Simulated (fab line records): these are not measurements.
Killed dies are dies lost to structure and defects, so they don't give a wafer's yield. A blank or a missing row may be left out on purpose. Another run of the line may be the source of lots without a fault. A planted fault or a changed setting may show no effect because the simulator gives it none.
Struck lot and sound lot, side by side | flow nand-harc | 17 steps out of a route of 1302
Sound: the wafers L710.2, L710.4, L710.6. Wafers L714.1, L714.2, L714.4 were the ones struck. At the end, the cause is stated.
Per side, at each step with rows, come the tool, then ch with its chambers, and then its first start. Under that, the readings that differ: sound wafers | struck wafers | difference of the means | sigmas: that difference in standard deviations of wafers without a fault.
alike: readings whose means differ by less than 2 such deviations, and words and numbers that are the same on both sides. not compared: withheld readings, readings that some wafer has no value for, bounds like >300 that may hide the same value, and numbers for which the record gives no deviation and whose values overlap.
Wherever a step has rows on one side only, a row that says differs or no value, or a row with sigmas, the two part there. Numbers that don't overlap but have no deviation are shown without sigmas and don't part them. A reading missing from all wafers of one side parts the sides only when that side holds two or more wafers.

NHARC_P_ZERO_WELL_CD_MEAS_37: the cd target is 720 nm.
  sound on cd-sem-02 ch 0, day 1 20:08; struck on cd-sem-03 ch 0, day 3 12:42
  alike: cd-nm
then, 1 step without rows for these wafers: NHARC_P_ZERO_WELL_HARDBAKE_38 (time 80 s).
NHARC_P_ZERO_WELL_DESCUM_39: chemistry O2, time 3 s.
  sound on rie-diel-04 ch 1,2, day 1 20:18; struck on rie-diel-05 ch 0,1,3, day 3 12:52
  alike: drypump-motor-current-A, oes-product-au, rf-vpp-V, showerhead-plenum-p-Torr, throttle-valve-pct
  not compared: rf-hours-counter-h
then, 9 steps without rows for these wafers: NHARC_P_ZERO_WELL_IMPLANT_40; NHARC_P_ZERO_WELL_IMPLANT_59; NHARC_P_ZERO_WELL_IMPLANT_60; NHARC_P_ZERO_WELL_STRIP_41 (strips in SPM, time 840 s); NHARC_P_ZERO_WELL_DEHYDRATE_44 (time 120 s); NHARC_P_ZERO_WELL_HMDS_45 (time 30 s); NHARC_P_ZERO_WELL_COAT_46; NHARC_P_ZERO_WELL_SOFTBAKE_47 (time 95 s); NHARC_P_ZERO_WELL_EBR_48.
NHARC_P_ZERO_WELL_EXPOSE_49: exposes mask P HVPW, target cd 2000 nm.
  sound on krf-scanner-04 ch 0, day 1 21:37; struck on krf-scanner-03 ch 0, day 3 14:11
  reading | sound                      | struck                        | difference | sigmas
  mask    | P_HVPW#0 P_HVPW#0 P_HVPW#0 | P_NWELL#0 P_NWELL#0 P_NWELL#0 | differs    |
  alike: stage-vel-mm-s
then, 2 steps without rows for these wafers: NHARC_P_ZERO_WELL_PEB_50 (peb time 85 s); NHARC_P_ZERO_WELL_DEVELOP_51 (time 70 s).
NHARC_P_ZERO_WELL_CD_MEAS_52: the cd target is 2000 nm.
  sound on cd-sem-01 ch 0, day 1 21:46; struck on cd-sem-03 ch 0, day 3 14:20
  reading    | sound                | struck | difference                    | sigmas
  cd-nm (nm) | 1996.6 1997.4 1998.2 | - - -  | no value on the struck wafers |
then, 1 step without rows for these wafers: NHARC_P_ZERO_WELL_HARDBAKE_53 (time 80 s).

== WHERE THEY PART ==
Last at NHARC_P_ZERO_WELL_CD_MEAS_52 as far as this record goes, first at NHARC_P_ZERO_WELL_EXPOSE_49.

WHY: what had been put in by the simulator
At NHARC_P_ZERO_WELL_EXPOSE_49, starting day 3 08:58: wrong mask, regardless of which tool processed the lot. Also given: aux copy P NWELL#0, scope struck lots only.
